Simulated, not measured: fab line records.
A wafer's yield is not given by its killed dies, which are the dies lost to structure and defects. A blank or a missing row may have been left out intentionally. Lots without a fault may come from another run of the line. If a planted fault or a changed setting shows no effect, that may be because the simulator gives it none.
Matching of chambers || flow nand-harc || 3 sister chambers for NHARC_P_M2_DEP_33 on pecvd-02
The step deposits SiCN, target thk 30 nm. 6 wafers are shown with their chamber, then 7 later ones without.

== EACH WAFER AND ITS CHAMBER ==
{"wafer": "L577.2", "chamber": 2, "heater-power-outer-w (W)": 297, "heater-power-w (W)": 565}
{"wafer": "L579.1", "chamber": 0, "heater-power-outer-w (W)": 371, "heater-power-w (W)": 628}
{"wafer": "L579.2", "chamber": 2, "heater-power-outer-w (W)": 362, "heater-power-w (W)": 635}
{"wafer": "L579.5", "chamber": 1, "heater-power-outer-w (W)": 323, "heater-power-w (W)": 582}
{"wafer": "L593.1", "chamber": 0, "heater-power-outer-w (W)": 322, "heater-power-w (W)": 555}
{"wafer": "L593.3", "chamber": 1, "heater-power-outer-w (W)": 290, "heater-power-w (W)": 531}

== WAFERS WITHOUT THEIR CHAMBER ==
{"wafer": "L593.4", "heater-power-outer-w (W)": 296, "heater-power-w (W)": 576}
{"wafer": "L594.3", "heater-power-outer-w (W)": 277, "heater-power-w (W)": 560}
{"wafer": "L594.5", "heater-power-outer-w (W)": 304, "heater-power-w (W)": 537}
{"wafer": "L594.6", "heater-power-outer-w (W)": 282, "heater-power-w (W)": 532}
{"wafer": "L595.1", "heater-power-outer-w (W)": 346, "heater-power-w (W)": 605}
{"wafer": "L595.3", "heater-power-outer-w (W)": 303, "heater-power-w (W)": 611}
{"wafer": "L595.5", "heater-power-outer-w (W)": 347, "heater-power-w (W)": 608}

== WHICH CHAMBER EACH ONE RAN IN ==
{"wafer": "L593.4", "from the rows above": "can't be placed: 1 or 2 or 0", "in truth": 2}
{"wafer": "L594.3", "from the rows above": "can't be placed: 1 or 2 or 0", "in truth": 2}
{"wafer": "L594.5", "from the rows above": "can't be placed: 1 or 2 or 0", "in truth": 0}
{"wafer": "L594.6", "from the rows above": "can't be placed: 1 or 2 or 0", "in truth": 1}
{"wafer": "L595.1", "from the rows above": "can't be placed: 0 or 2 or 1", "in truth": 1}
{"wafer": "L595.3", "from the rows above": "can't be placed: 2 or 1 or 0", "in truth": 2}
{"wafer": "L595.5", "from the rows above": "can't be placed: 0 or 2 or 1", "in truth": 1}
Placed correctly: 0 of 7. These rows do not allow placing 7 (true chamber among the candidates in 7). Number placed wrongly: 0.
How it was worked out, from the rows above alone: a wafer's distance from a chamber is the root of the sum, over the readings, of the square of ((its reading less the chamber's mean) divided by the reading's scatter). If the next closest chamber is less than 2 further off than the closest, the wafer can't be placed; otherwise it belongs to the closest. A chamber's mean is the mean of its shown wafers. The scatter is the square root of a quotient: the sum, over the shown wafers, of each reading's squared deviation from its chamber's mean, divided by wafers minus chambers.
